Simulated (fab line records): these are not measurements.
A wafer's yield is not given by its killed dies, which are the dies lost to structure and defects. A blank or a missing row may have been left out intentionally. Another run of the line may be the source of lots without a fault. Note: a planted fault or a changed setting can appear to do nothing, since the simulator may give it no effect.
Chamber matching || flow nand_harc || 3 sister chambers for NHARC_A_M1_DEP_33 on pecvd-02
The step deposits SiCN, target thk 30 nm. 24 wafers are shown with their chamber, then 12 later ones without.

EACH WAFER AND ITS CHAMBER
{"wafer": "L076.3", "chamber": 2, "heater_power_w (W)": 649, "rf_fwd_power_W (W)": 451.1}
{"wafer": "L076.4", "chamber": 1, "heater_power_w (W)": 495, "rf_fwd_power_W (W)": 449.0}
{"wafer": "L076.5", "chamber": 2, "heater_power_w (W)": 636, "rf_fwd_power_W (W)": 451.6}
{"wafer": "L074.3", "chamber": 0, "heater_power_w (W)": 744, "rf_fwd_power_W (W)": 449.4}
{"wafer": "L074.4", "chamber": 0, "heater_power_w (W)": 733, "rf_fwd_power_W (W)": 448.4}
{"wafer": "L074.5", "chamber": 1, "heater_power_w (W)": 492, "rf_fwd_power_W (W)": 451.7}
{"wafer": "L079.2", "chamber": 1, "heater_power_w (W)": 557, "rf_fwd_power_W (W)": 450.0}
{"wafer": "L079.3", "chamber": 0, "heater_power_w (W)": 710, "rf_fwd_power_W (W)": 449.0}
{"wafer": "L079.5", "chamber": 0, "heater_power_w (W)": 684, "rf_fwd_power_W (W)": 449.0}
{"wafer": "L080.2", "chamber": 0, "heater_power_w (W)": 725, "rf_fwd_power_W (W)": 450.7}
{"wafer": "L080.3", "chamber": 1, "heater_power_w (W)": 538, "rf_fwd_power_W (W)": 448.7}
{"wafer": "L080.4", "chamber": 0, "heater_power_w (W)": 712, "rf_fwd_power_W (W)": 449.7}
{"wafer": "L083.1", "chamber": 0, "heater_power_w (W)": 650, "rf_fwd_power_W (W)": 446.3}
{"wafer": "L083.3", "chamber": 1, "heater_power_w (W)": 576, "rf_fwd_power_W (W)": 448.4}
{"wafer": "L083.6", "chamber": 1, "heater_power_w (W)": 567, "rf_fwd_power_W (W)": 449.3}
{"wafer": "L084.1", "chamber": 2, "heater_power_w (W)": 705, "rf_fwd_power_W (W)": 448.7}
{"wafer": "L084.2", "chamber": 1, "heater_power_w (W)": 538, "rf_fwd_power_W (W)": 450.2}
{"wafer": "L084.3", "chamber": 0, "heater_power_w (W)": 719, "rf_fwd_power_W (W)": 453.2}
{"wafer": "L090.3", "chamber": 1, "heater_power_w (W)": 590, "rf_fwd_power_W (W)": 450.6}
{"wafer": "L090.5", "chamber": 0, "heater_power_w (W)": 692, "rf_fwd_power_W (W)": 448.7}
{"wafer": "L090.6", "chamber": 2, "heater_power_w (W)": 682, "rf_fwd_power_W (W)": 448.0}
{"wafer": "L092.1", "chamber": 2, "heater_power_w (W)": 593, "rf_fwd_power_W (W)": 448.4}
{"wafer": "L092.3", "chamber": 0, "heater_power_w (W)": 750, "rf_fwd_power_W (W)": 446.3}
{"wafer": "L092.4", "chamber": 0, "heater_power_w (W)": 742, "rf_fwd_power_W (W)": 446.5}

SIGNATURES (averages over the wafers above)
{"reading": "heater_power_w", "chamber 0": 714.64, "chamber 1": 544.12, "chamber 2": 653.00, "scatter within a chamber": 34.8}
{"reading": "rf_fwd_power_W", "chamber 0": 448.836, "chamber 1": 449.738, "chamber 2": 449.560, "scatter within a chamber": 1.71}
Rule: a wafer's distance from a chamber is the root of the sum, over the readings, of the square of ((its reading less the chamber's mean) divided by the reading's scatter). If the next closest chamber is less than 2 further off than the closest, the wafer can't be placed; otherwise it belongs to the closest. The scatter is the square root of a quotient: the sum, over the shown wafers, of each reading's squared deviation from its chamber's mean, divided by wafers minus chambers.

WAFERS WHOSE CHAMBER IS MISSING
{"wafer": "L095.1", "heater_power_w (W)": 672, "rf_fwd_power_W (W)": 453.2}
{"wafer": "L095.3", "heater_power_w (W)": 634, "rf_fwd_power_W (W)": 449.9}
{"wafer": "L095.5", "heater_power_w (W)": 589, "rf_fwd_power_W (W)": 449.0}
{"wafer": "L096.1", "heater_power_w (W)": 726, "rf_fwd_power_W (W)": 449.4}
{"wafer": "L096.3", "heater_power_w (W)": 476, "rf_fwd_power_W (W)": 446.9}
{"wafer": "L096.4", "heater_power_w (W)": 501, "rf_fwd_power_W (W)": 450.6}
{"wafer": "L094.1", "heater_power_w (W)": 545, "rf_fwd_power_W (W)": 448.3}
{"wafer": "L094.3", "heater_power_w (W)": 563, "rf_fwd_power_W (W)": 448.4}
{"wafer": "L094.4", "heater_power_w (W)": 736, "rf_fwd_power_W (W)": 450.0}
{"wafer": "L097.3", "heater_power_w (W)": 736, "rf_fwd_power_W (W)": 447.4}
{"wafer": "L097.4", "heater_power_w (W)": 610, "rf_fwd_power_W (W)": 450.6}
{"wafer": "L097.6", "heater_power_w (W)": 759, "rf_fwd_power_W (W)": 449.6}

WHICH CHAMBER EACH WENT THROUGH
{"wafer": "L095.1", "from the rows above": "can't be placed: 2 or 0 or 1", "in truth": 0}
{"wafer": "L095.3", "from the rows above": "can't be placed: 2 or 0", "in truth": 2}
{"wafer": "L095.5", "from the rows above": "can't be placed: 1 or 2", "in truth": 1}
{"wafer": "L096.1", "from the rows above": "can't be placed: 0 or 2", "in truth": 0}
{"wafer": "L096.3", "from the rows above": 1, "in truth": 1}
{"wafer": "L096.4", "from the rows above": 1, "in truth": 1}
{"wafer": "L094.1", "from the rows above": 1, "in truth": 1}
{"wafer": "L094.3", "from the rows above": "can't be placed: 1 or 2", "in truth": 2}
{"wafer": "L094.4", "from the rows above": "can't be placed: 0 or 2", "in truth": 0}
{"wafer": "L097.3", "from the rows above": "can't be placed: 0 or 2", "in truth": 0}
{"wafer": "L097.4", "from the rows above": "can't be placed: 2 or 1 or 0", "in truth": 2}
{"wafer": "L097.6", "from the rows above": "can't be placed: 0 or 2", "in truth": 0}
Correctly placed: 3 of 12. From these rows, 9 cannot be placed; in 9 the true chamber is one of the candidates. Placed wrongly: 0.
